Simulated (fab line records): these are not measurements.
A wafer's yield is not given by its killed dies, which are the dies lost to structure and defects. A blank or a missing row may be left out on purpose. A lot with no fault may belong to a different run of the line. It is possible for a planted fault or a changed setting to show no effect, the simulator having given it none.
Problem report, 8D (eight disciplines) form, completed by code	flow n5-finfet	the parts of the form that need people (team, actions taken, sign-off) are left out

## 1. THE PROBLEM
Wafers without a fault read 1500.2 rpm, standard deviation 1.1; spin-speed-rpm at N5_BEOL_M6_COAT_59 reads a mean of 1314.2 rpm on 9 wafers belonging to 3 lots. So: -99 or more standard deviations from the usual mean.
The step: time 60 s, resist thk 100 nm.
First observed at day 12 06:58: wafer L336.1, on litho-track-01. The record holds 35 wafers of 13 lots with a number at this step. By rule, "out" or "out of limits" means more than 4 standard deviations away from the usual mean. The other wafers with a number count as sound.

## 2. WHAT THIS IS AND IS NOT
question	is	is not
which readings at this step	spin-speed-rpm	-
which lots	L336, L338, L339	L327, L328, L329, L330, L332, L337, L340, L344, L347, L349
which wafers of those lots	all that have a number	-
read on which tools	litho-track-01	litho-track-02, litho-track-04
when	from day 12 06:58	up to then (12 sound wafers); but 14 sound wafers of L337, L340, L344, L347, L349 came after

## 3. SUSPECTS, AND WHAT RULES EACH OUT
Counting: a tool at any process step up to the reading remains a suspect when it ran all the lots that are out and ran no sound lot after the first of those.
- pvd-sputter-02 at N5_BEOL_M5_ANNEAL_89 (time 1800 s): ruled out as a lasting fault. Following L336 (day 12 01:45), the first lot on it that is out, the sound lots L340, L347 were run on it.
- litho-track-01 at N5_BEOL_M6_COAT_59 (time 60 s, resist thk 100 nm): kept. All lots that are out passed through it, beginning with L336 at day 12 06:58, and no sound lot followed; its final sound lot before that point was L330 at day 10 15:35. Its own readings are out on those wafers: spin-speed-rpm.
Left after counting: litho-track-01 at N5_BEOL_M6_COAT_59.

## 4. THE CAUSE (what the simulator had put in)
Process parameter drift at N5_BEOL_M6_COAT_59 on litho-track-01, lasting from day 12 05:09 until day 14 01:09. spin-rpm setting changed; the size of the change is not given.
Only this tool survived the counting.

## 5. THE CHAIN OF EFFECTS, in route order
Each row: a reading whose mean over the struck wafers that have a number lies more than 3 standard deviations from the usual. Only readings for which the record gives a usual standard deviation are gone through. hours: the time from each lot's start at the first step in this table that gives one to its start at this step, as a median over the lots. sigmas: the change in usual standard deviations.
hours	step	reading	usual	on struck wafers	change	sigmas
0	N5_BEOL_M6_COAT_59	spin-speed-rpm	1500.2 rpm	1314.2	-186.0	-99 or more
It contains these process steps:
- N5_BEOL_M6_COAT_59: time 60 s, resist thk 100 nm.

## 6. WHAT WOULD HAVE CAUGHT IT SOONER
In this record the first reading out of limits was taken at day 12 06:58, 2 hours after the fault began at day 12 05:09.
